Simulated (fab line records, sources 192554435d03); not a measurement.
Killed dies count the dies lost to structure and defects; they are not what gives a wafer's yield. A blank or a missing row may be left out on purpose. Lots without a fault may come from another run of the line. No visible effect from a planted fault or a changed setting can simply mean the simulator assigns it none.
Comparing a struck lot with a sound one | flow n5-finfet | 19 out of 1938 route steps
Sound: these wafers, L991.1, L991.5, L991.6. The struck wafers were L982.3, L982.4, L982.6. The cause is given at the end.
Order at every step that has rows: each side's tool, ch and its chambers, its first start. Under that, the readings that differ: sound wafers | struck wafers | difference of the means | sigmas: that difference in standard deviations of wafers without a fault.
alike: words and numbers the same on both sides, and readings whose means are apart by under 2 such deviations; not compared: readings that were withheld, readings missing a value for some wafer, numbers with overlapping values and no deviation given by the record, and bounds like >300 which may hide the same value.
A row with sigmas, a row that says differs or no value, or rows on one side alone: a step with any of these is where the two part. Numbers that have no deviation but don't overlap get no sigmas and don't part them. A reading missing from all wafers of one side parts the sides only when that side holds two or more wafers.

first, 7 steps without rows for these wafers: N5_BEOL_M7_COAT_60 (time 60 s, resist thk 35 nm); N5_BEOL_M7_COAT_05 (resist thk 90 nm); N5_BEOL_M7_EBR_07; N5_BEOL_M7_SOFTBAKE_06 (time 60 s); N5_BEOL_M7_EXPOSE_08 (exposes mask M7); N5_BEOL_M7_PEB_09 (peb time 60 s); N5_BEOL_M7_DEVELOP_10 (develop time 30 s).
N5_BEOL_M7_CD_MEAS_11 targets a cd of 38.5 nm.
  sound on cd-sem-01 ch 0, day 11 10:42; struck on cd-sem-02 ch 0, day 9 12:48
  alike: cd-nm
N5_BEOL_M7_OVL_MEAS_12:
  sound on overlay-02 ch 0, day 11 10:44; struck on overlay-02 ch 0, day 9 12:50
  alike: M7_OVL
N5_BEOL_M7_INSPECT_13: inspects for defects (brightfield).
  sound: defect-inspect-01 at day 11 10:46; struck: defect-inspect-01 at day 9 12:52
  alike: raw-defect-count
N5_BEOL_M7_DESCUM_16: chemistry O2, time 7.9 s.
  sound on rie-diel-06 ch 0,3, day 11 11:53; struck on rie-diel-06 ch 0,1,3, day 9 12:58
  alike: drypump-motor-current-A, oes-product-au, rf-vpp-V, showerhead-plenum-p-Torr, throttle-valve-pct
  not compared: rf-hours-counter-h
N5_BEOL_M7_ETCH_61: etches SiARC in CF4, target depth 45.5 nm, time 75.8 s.
  sound on rie-diel-06 ch 0,3, day 11 11:56; struck on rie-diel-06 ch 0,1,3, day 9 13:00
  alike: bias-w, cf4-flow-sccm, drypump-motor-current-A, etch-rf-on-time-s, oes-product-au, rf-vpp-V, showerhead-plenum-p-Torr, throttle-valve-pct
  not compared: rf-hours-counter-h
N5_BEOL_M7_ETCH_62: etches SOC in N2/H2, target depth 110 nm, overetch 22 nm, time 165 s.
  sound on rie-diel-06 ch 0,3, day 11 11:59; struck on rie-diel-06 ch 0,1,3, day 9 13:03
  no value came back on the struck wafers for any of 7 readings (bias-w (W), chamber-pressure-mTorr (mTorr) and others); on the sound wafers bias-w (W) reads 150.3 150.6 149.7
  reading                                      | sound          | struck       | difference | sigmas
  model.CAR-ArF_of_BEOL_M7_COAT_05.thk-nm (nm) | 0 0 0          | 50.8 50.8 51 | +50.9      |
  model.SiARC_of_BEOL_M7_COAT_60.thk-nm (nm)   | 28.4 28.4 28.2 | 35 35 35     | +7         |
  not compared: rf-hours-counter-h
then, 1 step without rows for these wafers: N5_BEOL_M7_STRIP_68 (strips in N2/H2).
N5_BEOL_M7_STRIP_67: strips in CF4.
  sound on rie-diel-06 ch 0,3, day 11 12:08; struck on rie-diel-06 ch 0,1,3, day 9 13:12
  alike: drypump-motor-current-A, oes-product-au, rf-vpp-V, showerhead-plenum-p-Torr, throttle-valve-pct
  not compared: rf-hours-counter-h
N5_BEOL_M7_HM_OPEN_17: chemistry Cl2/BCl3, target TiN, target depth 20 nm, overetch 6 nm.
  sound on rie-metal-01 ch 0,1, day 11 12:10; struck on rie-metal-03 ch 0,1, day 9 13:16
  reading                | sound             | struck            | difference | sigmas
  oes-product-au (a.u.)  | 0.57 0.57 0.70    | 0.34 0.30 0.34    | -0.29      | -4
  throttle-valve-pct (%) | 22.65 22.63 21.89 | 23.05 22.90 23.04 | +0.61      | +2
  alike: drypump-motor-current-A, oes_ar_750_au
  not compared: rf-hours-counter-h
N5_BEOL_M7_STRIP_19: strips in O2.
  sound on rie-diel-06 ch 0,1,3, day 11 12:23; struck on rie-diel-03 ch 0,1,2, day 9 13:26
  alike: drypump-motor-current-A, oes-product-au, rf-vpp-V, showerhead-plenum-p-Torr, throttle-valve-pct
  not compared: rf-hours-counter-h
N5_BEOL_M7_CD_MEAS_18: pitch 80 nm, target cd 40 nm.
  sound: cd-sem-01 at day 11 12:27; struck: cd-sem-01 at day 9 13:30
  reading    | sound          | struck | difference                    | sigmas
  cd-nm (nm) | 40.3 39.0 39.7 | - - -  | no value on the struck wafers |
then, 1 step without rows for these wafers: N5_BEOL_M7_COAT_63 (time 60 s, resist thk 60 nm).

WHERE THEY PART
Last at N5_BEOL_M7_CD_MEAS_18 as far as this record goes, first at N5_BEOL_M7_ETCH_62.

WHY: whatever the simulator had introduced
Skipped step whole: rie-diel-06, from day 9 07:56 on, at N5_BEOL_M7_ETCH_62. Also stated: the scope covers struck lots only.
